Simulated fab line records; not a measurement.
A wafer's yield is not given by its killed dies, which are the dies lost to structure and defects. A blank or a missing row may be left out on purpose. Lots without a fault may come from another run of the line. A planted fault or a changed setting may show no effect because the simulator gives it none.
Struck lot and sound lot, side by side | flow n5_finfet | 38 out of 1938 route steps
Sound: these wafers, L424.1, L424.3, L424.5. Wafers L420.2, L420.3, L420.6 were the ones struck. The cause is given at the end.
Each step with rows lists, per side, the tool, then ch with its chambers, then its first start. Under that, the readings that differ: sound wafers | struck wafers | difference of the means | sigmas: that difference in standard deviations of wafers without a fault.
alike: readings whose means differ by less than 2 such deviations, and words and numbers that are the same on both sides. not compared: withheld readings, readings that some wafer has no value for, bounds like >300 that may hide the same value, and numbers for which the record gives no deviation and whose values overlap.
Wherever a step has rows on one side only, a row that says differs or no value, or a row with sigmas, the two part there. Non-overlapping numbers with no deviation appear without sigmas and do not part them. A reading missing from all wafers of one side parts the sides only when that side holds two or more wafers.

first, 11 steps without rows for these wafers: N5_BEOL_M0_SAQP_ETCH_102 (etches SiO2 in CF4, target depth 4 nm, time 4.4 s); N5_BEOL_M0_SAQP_MANDREL_ETCH_103 (etches a-Si in HBr/Cl2, stops on SiCN, target depth 45 nm, bt time 10 s, time 27 s); N5_BEOL_M0_SAQP_RECESS_104 (chemistry HF/NH3, target SiO2, target depth 18 nm, afs cycles 3, sublimation time 60 s); N5_BEOL_M0_SAQP_COAT_105 (time 60 s, resist thk 100 nm); N5_BEOL_M0_SAQP_ETCH_106 (etches SOC in N2/H2, stops on SiNx, target depth 150 nm); N5_BEOL_M0_SAQP_ETCH_107 (etches SiNx in CH3F/O2, target depth 30 nm); N5_BEOL_M0_SAQP_STRIP_108 (strips in N2/H2); N5_BEOL_M0_SAQP_RECESS_109 (chemistry HF/NH3, target SiO2, target depth 3 nm, afs cycles 1, sublimation time 60 s); N5_BEOL_M0_SAQP_SPACER2_ALD_26 (deposits SiO2, target thk 15 nm, pulse time 1 s, purge time 2 s); N5_BEOL_M0_SAQP_SPACER2_ETCHBACK_27 (etches SiO2 in CHF3/O2, target depth 22.5 nm, time 11.25 s); N5_BEOL_M0_SAQP_MANDREL2_REMOVE_110 (chemistry HBr/Cl2/O2, target a-Si, stops on SiCN, bt time 10 s).
N5_BEOL_M0_SAQP_COAT_69: time 60 s, resist thk 90 nm.
  sound on litho_track-05 ch 0, day 11 00:02; struck on litho_track-02 ch 0, day 9 18:47
  reading                                       | sound                | struck               | difference | sigmas
  spin_speed_rpm (rpm)                          | 1499.0 1499.7 1500.1 | 1543.8 1543.1 1543.0 | +43.7      | +47
  model.SOC_of_BEOL_M0_SAQP_COAT_69.thk_nm (nm) | 90 90 90             | 89 89 88.8           | -1         |
then, 15 steps without rows for these wafers: N5_BEOL_M0_SAQP_COAT_72 (time 60 s, resist thk 15 nm); N5_BEOL_M0_SAQP_COAT_87 (time 60 s, resist thk 5 nm); N5_BEOL_M0_SAQP_COAT_34 (resist thk 30 nm); N5_BEOL_M0_SAQP_EBR_36; N5_BEOL_M0_SAQP_SOFTBAKE_35 (time 60 s); N5_BEOL_M0_SAQP_EXPOSE_37 (exposes mask M0 CUT1, target cd 30 nm); N5_BEOL_M0_SAQP_PEB_38 (peb time 60 s); N5_BEOL_M0_SAQP_DEVELOP_39 (develop time 30 s); N5_BEOL_M0_SAQP_DESCUM_45 (chemistry O2, time 7 s); N5_BEOL_M0_SAQP_ETCH_88 (etches underlayer in N2/H2, target depth 6.5 nm, time 5.2 s); N5_BEOL_M0_SAQP_ETCH_73 (etches SiARC in CF4, target depth 19.5 nm, time 32.5 s); N5_BEOL_M0_SAQP_CUT_ETCH_46 (etches SOC in N2/H2, target depth 135 nm, overetch 27 nm, time 202.5 s); N5_BEOL_M0_SAQP_STRIP_74 (strips in N2/H2); N5_BEOL_M0_SAQP_STRIP_89 (strips in N2/H2); N5_BEOL_M0_SAQP_ALD_48 (deposits SiO2, target thk 20 nm, pulse time 1 s, co reactant pulse time 1 s).
N5_BEOL_M0_SAQP_ETCH_49: etches SiO2 in CF4/O2, target depth 37 nm.
  sound on rie_diel-01 ch 0,2,3, day 11 01:15; struck on rie_diel-05 ch 0,2,3, day 9 20:08
  reading                                       | sound          | struck       | difference | sigmas
  model.SOC_of_BEOL_M0_SAQP_COAT_69.thk_nm (nm) | 70.2 70.8 70.6 | 70 69.6 69.2 | -1         |
  alike: chamber_pressure_mTorr, drypump_motor_current_A, oes_f_703_au, oes_o_777_au, oes_product_au, rf_vpp_V, showerhead_plenum_p_Torr, throttle_valve_pct
  not compared: rf_hours_counter_h
then, 8 steps without rows for these wafers: N5_BEOL_M0_SAQP_STRIP_75 (strips in CF4); N5_BEOL_M0_CUTY_COAT_50 (time 60 s, resist thk 15 nm); N5_BEOL_M0_CUTY_COAT_51 (resist thk 150 nm); N5_BEOL_M0_CUTY_EBR_52; N5_BEOL_M0_CUTY_SOFTBAKE_53 (time 60 s); N5_BEOL_M0_CUTY_EXPOSE_54 (exposes mask M0 ABLK); N5_BEOL_M0_CUTY_PEB_55 (peb time 60 s); N5_BEOL_M0_CUTY_DEVELOP_56 (develop time 30 s).
N5_BEOL_M0_CUTY_ETCH_63: etches SOC in N2/H2, target depth 82.7 nm, overetch 16.5 nm, time 124 s.
  sound on rie_diel-03 ch 0,1,3, day 11 02:03; struck on rie_diel-06 ch 0,2, day 9 21:08
  reading                  | sound             | struck            | difference | sigmas
  model.etch.depth_nm (nm) | 70.26 70.88 70.57 | 70.07 69.63 69.19 | -0.94      |
  alike: chamber_pressure_mTorr, drypump_motor_current_A, oes_product_au, rf_vpp_V, showerhead_plenum_p_Torr, throttle_valve_pct
  not compared: rf_hours_counter_h
-- here the record skips 2 days between the struck wafers' starts before and after, leaving off in module BEOL_M0_CUTY and picking up in module BEOL_M4 (first step shown: number 1111 of the route) --
N5_BEOL_M4_RC_MEAS_101:
  sound on prober-02 ch 0, day 13 15:05; struck on prober-01 ch 0, day 12 02:46
  alike: DIBL_N, DIBL_P, IOFF_N, IOFF_P, ION_N, ION_P, SS_N, SS_P, VT_N, VT_P

== WHERE THEY PART ==
Only at N5_BEOL_M0_SAQP_COAT_69, within this record. Later steps at which nothing parts them and some readings are alike: N5_BEOL_M0_SAQP_ETCH_49, N5_BEOL_M0_CUTY_ETCH_63, N5_BEOL_M4_RC_MEAS_101.

WHY: whatever the simulator had introduced
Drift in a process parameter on litho_track-02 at N5_BEOL_M0_SAQP_COAT_69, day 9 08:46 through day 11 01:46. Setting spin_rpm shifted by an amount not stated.
